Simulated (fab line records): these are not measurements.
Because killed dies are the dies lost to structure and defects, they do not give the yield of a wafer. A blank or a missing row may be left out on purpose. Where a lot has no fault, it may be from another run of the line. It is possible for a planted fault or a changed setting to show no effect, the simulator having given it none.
Chamber matching :: flow n5 finfet :: rie diel-06 running N5_SDB_DESCUM_16: 4 sister chambers
The step chemistry O2, time 7.9 s. 24 wafers are shown with their chamber, then 12 later ones without.

== WAFERS PAIRED WITH THEIR CHAMBERS ==
wafer: L078.1
chamber: 0
throttle valve pct (%): 20.58
showerhead plenum p Torr (Torr): 2.17
drypump motor current A (A): 5.0

wafer: L078.2
chamber: 2
throttle valve pct (%): 20.57
showerhead plenum p Torr (Torr): 2.04
drypump motor current A (A): 5.2

wafer: L078.4
chamber: 3
throttle valve pct (%): 20.13
showerhead plenum p Torr (Torr): 2.05
drypump motor current A (A): 4.9

wafer: L080.2
chamber: 1
throttle valve pct (%): 20.53
showerhead plenum p Torr (Torr): 2.14
drypump motor current A (A): 5.3

wafer: L080.3
chamber: 0
throttle valve pct (%): 20.58
showerhead plenum p Torr (Torr): 2.16
drypump motor current A (A): 5.1

wafer: L080.4
chamber: 2
throttle valve pct (%): 20.56
showerhead plenum p Torr (Torr): 2.04
drypump motor current A (A): 5.2

wafer: L081.2
chamber: 2
throttle valve pct (%): 20.57
showerhead plenum p Torr (Torr): 2.04
drypump motor current A (A): 5.2

wafer: L081.4
chamber: 3
throttle valve pct (%): 20.14
showerhead plenum p Torr (Torr): 2.05
drypump motor current A (A): 4.9

wafer: L081.5
chamber: 3
throttle valve pct (%): 20.15
showerhead plenum p Torr (Torr): 2.05
drypump motor current A (A): 4.9

wafer: L084.2
chamber: 2
throttle valve pct (%): 20.57
showerhead plenum p Torr (Torr): 2.04
drypump motor current A (A): 5.2

wafer: L084.5
chamber: 3
throttle valve pct (%): 20.14
showerhead plenum p Torr (Torr): 2.04
drypump motor current A (A): 4.9

wafer: L084.6
chamber: 0
throttle valve pct (%): 20.61
showerhead plenum p Torr (Torr): 2.16
drypump motor current A (A): 5.0

wafer: L085.1
chamber: 0
throttle valve pct (%): 20.60
showerhead plenum p Torr (Torr): 2.16
drypump motor current A (A): 5.1

wafer: L085.4
chamber: 2
throttle valve pct (%): 20.57
showerhead plenum p Torr (Torr): 2.04
drypump motor current A (A): 5.2

wafer: L085.5
chamber: 1
throttle valve pct (%): 20.53
showerhead plenum p Torr (Torr): 2.14
drypump motor current A (A): 5.4

wafer: L086.2
chamber: 1
throttle valve pct (%): 20.53
showerhead plenum p Torr (Torr): 2.14
drypump motor current A (A): 5.4

wafer: L086.4
chamber: 0
throttle valve pct (%): 20.61
showerhead plenum p Torr (Torr): 2.16
drypump motor current A (A): 5.0

wafer: L086.6
chamber: 2
throttle valve pct (%): 20.58
showerhead plenum p Torr (Torr): 2.04
drypump motor current A (A): 5.2

wafer: L087.1
chamber: 0
throttle valve pct (%): 20.63
showerhead plenum p Torr (Torr): 2.16
drypump motor current A (A): 5.0

wafer: L087.3
chamber: 3
throttle valve pct (%): 20.14
showerhead plenum p Torr (Torr): 2.04
drypump motor current A (A): 4.9

wafer: L087.5
chamber: 1
throttle valve pct (%): 20.54
showerhead plenum p Torr (Torr): 2.14
drypump motor current A (A): 5.4

wafer: L088.1
chamber: 1
throttle valve pct (%): 20.53
showerhead plenum p Torr (Torr): 2.13
drypump motor current A (A): 5.4

wafer: L088.2
chamber: 0
throttle valve pct (%): 20.61
showerhead plenum p Torr (Torr): 2.16
drypump motor current A (A): 5.0

wafer: L088.4
chamber: 2
throttle valve pct (%): 20.57
showerhead plenum p Torr (Torr): 2.03
drypump motor current A (A): 5.2

SIGNATURES (means of the wafers above)
reading: throttle valve pct
chamber 0: 20.6029
chamber 1: 20.5320
chamber 2: 20.5700
chamber 3: 20.1400
scatter within a chamber: 0.011

reading: showerhead plenum p Torr
chamber 0: 2.1614
chamber 1: 2.1380
chamber 2: 2.0386
chamber 3: 2.0460
scatter within a chamber: 0.00431

reading: drypump motor current A
chamber 0: 5.029
chamber 1: 5.380
chamber 2: 5.200
chamber 3: 4.900
scatter within a chamber: 0.0334
Rule: a wafer lies at a distance from a chamber equal to the root of the sum of squares, over the readings, of (its reading less the chamber's mean, divided by the reading's scatter). If the next closest chamber is less than 2 further off than the closest, the wafer can't be placed; otherwise it belongs to the closest. The scatter: the root of (the sum of the squares of (reading less its chamber's mean) over the shown wafers, divided by (wafers less chambers)).

== WAFERS WHOSE CHAMBER IS MISSING ==
wafer: L093.4
throttle valve pct (%): 20.63
showerhead plenum p Torr (Torr): 2.15
drypump motor current A (A): 5.0

wafer: L093.5
throttle valve pct (%): 20.18
showerhead plenum p Torr (Torr): 2.04
drypump motor current A (A): 4.9

wafer: L093.6
throttle valve pct (%): 20.64
showerhead plenum p Torr (Torr): 2.15
drypump motor current A (A): 5.0

wafer: L095.1
throttle valve pct (%): 20.19
showerhead plenum p Torr (Torr): 2.04
drypump motor current A (A): 4.9

wafer: L095.4
throttle valve pct (%): 20.56
showerhead plenum p Torr (Torr): 2.13
drypump motor current A (A): 5.3

wafer: L095.5
throttle valve pct (%): 20.19
showerhead plenum p Torr (Torr): 2.04
drypump motor current A (A): 4.9

wafer: L096.1
throttle valve pct (%): 20.18
showerhead plenum p Torr (Torr): 2.03
drypump motor current A (A): 4.9

wafer: L096.2
throttle valve pct (%): 20.57
showerhead plenum p Torr (Torr): 2.13
drypump motor current A (A): 5.4

wafer: L096.6
throttle valve pct (%): 20.18
showerhead plenum p Torr (Torr): 2.03
drypump motor current A (A): 4.9

wafer: L097.1
throttle valve pct (%): 20.57
showerhead plenum p Torr (Torr): 2.13
drypump motor current A (A): 5.3

wafer: L097.3
throttle valve pct (%): 20.64
showerhead plenum p Torr (Torr): 2.15
drypump motor current A (A): 5.0

wafer: L097.5
throttle valve pct (%): 20.19
showerhead plenum p Torr (Torr): 2.03
drypump motor current A (A): 4.9

== WHICH CHAMBER EACH WENT THROUGH ==
wafer: L093.4
from the rows above: 0
in truth: 0

wafer: L093.5
from the rows above: 3
in truth: 3

wafer: L093.6
from the rows above: 0
in truth: 0

wafer: L095.1
from the rows above: 3
in truth: 3

wafer: L095.4
from the rows above: 1
in truth: 1

wafer: L095.5
from the rows above: 3
in truth: 3

wafer: L096.1
from the rows above: 3
in truth: 3

wafer: L096.2
from the rows above: 1
in truth: 1

wafer: L096.6
from the rows above: 3
in truth: 3

wafer: L097.1
from the rows above: 1
in truth: 1

wafer: L097.3
from the rows above: 0
in truth: 0

wafer: L097.5
from the rows above: 3
in truth: 3
Correct placement for 12 of the 12. Left unplaced by these rows: 0. Number placed wrongly: 0.
